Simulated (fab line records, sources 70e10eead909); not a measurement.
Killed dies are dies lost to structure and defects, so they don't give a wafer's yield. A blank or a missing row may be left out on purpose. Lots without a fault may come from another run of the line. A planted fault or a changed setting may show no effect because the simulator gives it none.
A struck lot beside a sound one | flow nand_harc | 38 steps out of a route of 1302
Sound: wafers L103.1, L103.4, L103.5. Struck: wafers L111.2, L111.3, L111.5. The cause comes at the end.
At each step with rows: each side's tool, then ch and its chambers, then its first start. Under that, the readings that differ: sound wafers | struck wafers | difference of the means | sigmas: that difference in standard deviations of wafers without a fault.
alike: readings whose means differ by less than 2 such deviations, and words and numbers that are the same on both sides. not compared: withheld readings, readings that some wafer has no value for, bounds like >300 that may hide the same value, and numbers for which the record gives no deviation and whose values overlap.
The two part at a step that has a row with sigmas, a row that says differs or no value, or rows on one side only. Numbers that don't overlap but have no deviation are shown without sigmas and don't part them. A reading that every wafer of one side lacks parts them only if that side has two wafers or more.

NHARC_A_ZERO_WELL_CD_MEAS_10: target cd 2000 nm.
  sound on cd_sem-01 ch 0, day 9 18:56; struck on cd_sem-01 ch 0, day 12 21:02
  alike: cd_nm
then, 1 step without rows for these wafers: NHARC_A_ZERO_WELL_HARDBAKE_11 (time 65 s).
NHARC_A_ZERO_WELL_DESCUM_12: chemistry O2, time 3 s.
  sound on rie_diel-06 ch 1,2,3, day 9 19:05; struck on rie_diel-06 ch 2,3, day 12 21:11
  alike: drypump_motor_current_A, o2_flow_sccm, oes_product_au, rf_vpp_V, showerhead_plenum_p_Torr, throttle_valve_pct
  not compared: rf_hours_counter_h
NHARC_A_ZERO_WELL_ETCH_19: etches the open film in N2/H2, target depth 80 nm, overetch 24 nm, time 87.88 s.
  sound on rie_diel-06 ch 0,2,3, day 9 19:10; struck on rie_diel-06 ch 0,3, day 12 21:16
  alike: drypump_motor_current_A, oes_product_au, rf_vpp_V, showerhead_plenum_p_Torr, throttle_valve_pct
  not compared: rf_hours_counter_h
NHARC_A_ZERO_WELL_ETCH_13: etches the open film in HBr/Cl2, target depth 120 nm, time 40.1 s.
  sound on rie_si-06 ch 0,1,3, day 9 19:18; struck on rie_si-01 ch 0,2,3, day 12 21:23
  alike: drypump_motor_current_A, oes_product_au, throttle_valve_pct
  not compared: rf_hours_counter_h
then, 4 steps without rows for these wafers: NHARC_A_ZERO_WELL_STRIP_14 (strips in SPM, time 900 s); NHARC_A_ZERO_WELL_IMPLANT_15; NHARC_A_ZERO_WELL_PRECLEAN_22 (cleans in SC1, time 60 s); NHARC_A_ZERO_WELL_SRD_23.
NHARC_A_ZERO_WELL_RTA_16: time 10 s.
  sound on rtp_anneal-02 ch 0, day 9 20:11; struck on rtp_anneal-02 ch 0, day 12 22:20
  alike: lamp_power_pct, lamp_zone_5_pct, wafer_temp_C_max
NHARC_A_ZERO_WELL_INSPECT_17:
  sound on defect_inspect-02, day 9 20:23; struck on defect_inspect-02, day 12 22:30
  alike: raw_defect_count
NHARC_A_SOURCE_PLATE_PRECLEAN_00: cleans in HF-LAST, time 60 s.
  sound on wet_bench-09 ch 3,4,7, day 9 20:26; struck on wet_bench-07 ch 2,3,4, day 12 22:33
then, 2 steps without rows for these wafers: NHARC_A_SOURCE_PLATE_SRD_01; NHARC_A_SOURCE_PLATE_OXIDE_02 (material SiO2, target thk 10 nm, ox time 1362 s).
NHARC_A_SOURCE_PLATE_THK_MEAS_09: measures by ellipsometry.
  sound on film_metro-02, day 10 07:08; struck on film_metro-02, day 13 05:52
  alike: thk_nm
then, 3 steps without rows for these wafers: NHARC_A_SOURCE_PLATE_PVD_04 (deposits WSi2, target thk 50 nm); NHARC_A_SOURCE_PLATE_CVD_03 (deposits poly-Si, target thk 200 nm, time 4000 s); NHARC_A_SOURCE_PLATE_ANNEAL_05 (time 1800 s).
NHARC_A_SOURCE_PLATE_THK_MEAS_06: measures by ellipsometry.
  sound on film_metro-01, day 10 19:37; struck on film_metro-02, day 13 19:37
  alike: thk_nm
NHARC_A_SOURCE_PLATE_INSPECT_08:
  sound on defect_inspect-01, day 10 19:41; struck on defect_inspect-02, day 13 19:52
  reading          | sound    | struck      | difference | sigmas
  raw_defect_count | 23 30 45 | 445 428 395 | +390       | +14
  not compared: hold
NHARC_A_ONON_D1_THK_MEAS_02: measures by ellipsometry.
  sound on film_metro-01, day 10 20:15; struck on film_metro-02, day 13 22:28
  alike: thk_nm
then, 1 step without rows for these wafers: NHARC_A_ONON_D1_DEP_03 (target thk 1000 nm).
NHARC_A_ONON_D1_THK_MEAS_05: measures by ellipsometry.
  sound on film_metro-01, day 10 20:49; struck on film_metro-02, day 13 23:02
  alike: thk_nm
then, 1 step without rows for these wafers: NHARC_A_ONON_D1_DEP_06 (target thk 1000 nm).
NHARC_A_ONON_D1_THK_MEAS_08: measures by ellipsometry.
  sound on film_metro-01, day 10 21:23; struck on film_metro-02, day 13 23:35
  reading     | sound          | struck      | difference | sigmas
  thk_nm (nm) | 1012 1012 1010 | 990 991 990 | -21        | -3
then, 1 step without rows for these wafers: NHARC_A_ONON_D1_DEP_09 (target thk 1000 nm).
NHARC_A_ONON_D1_THK_MEAS_11: measures by ellipsometry.
  sound on film_metro-01, day 10 21:57; struck on film_metro-02, day 14 00:10
  alike: thk_nm
then, 1 step without rows for these wafers: NHARC_A_ONON_D1_DEP_12 (target thk 1000 nm).
NHARC_A_ONON_D1_THK_MEAS_14: measures by ellipsometry.
  sound on film_metro-01, day 10 22:31; struck on film_metro-01, day 14 01:12
  alike: thk_nm
then, 2 steps without rows for these wafers: NHARC_A_ONON_D1_ANNEAL_15 (time 3600 s); NHARC_A_ONON_D1_DEP_16 (target thk 1000 nm).
NHARC_A_ONON_D1_THK_MEAS_18: measures by ellipsometry.
  sound on film_metro-02, day 11 09:40; struck on film_metro-01, day 14 06:20
  alike: thk_nm
then, 1 step without rows for these wafers: NHARC_A_ONON_D1_DEP_19 (target thk 1000 nm).
NHARC_A_ONON_D1_THK_MEAS_21: measures by ellipsometry.
  sound on film_metro-01, day 11 10:14; struck on film_metro-01, day 14 06:54
  alike: thk_nm
then, 1 step without rows for these wafers: NHARC_A_ONON_D1_DEP_22 (target thk 1000 nm).
NHARC_A_ONON_D1_THK_MEAS_24: measures by ellipsometry.
  sound on film_metro-02, day 11 10:49; struck on film_metro-02, day 14 07:29
  alike: thk_nm
then, 1 step without rows for these wafers: NHARC_A_ONON_D1_DEP_25 (target thk 1000 nm).
NHARC_END_SORT_01:
  the record has rows for the sound wafers here (prober-01 ch 0, day 27 06:29) and none for the struck ones

WHERE THEY PART
First at NHARC_A_SOURCE_PLATE_INSPECT_08; last, within this record, at NHARC_END_SORT_01.

WHY: what the simulator had put in
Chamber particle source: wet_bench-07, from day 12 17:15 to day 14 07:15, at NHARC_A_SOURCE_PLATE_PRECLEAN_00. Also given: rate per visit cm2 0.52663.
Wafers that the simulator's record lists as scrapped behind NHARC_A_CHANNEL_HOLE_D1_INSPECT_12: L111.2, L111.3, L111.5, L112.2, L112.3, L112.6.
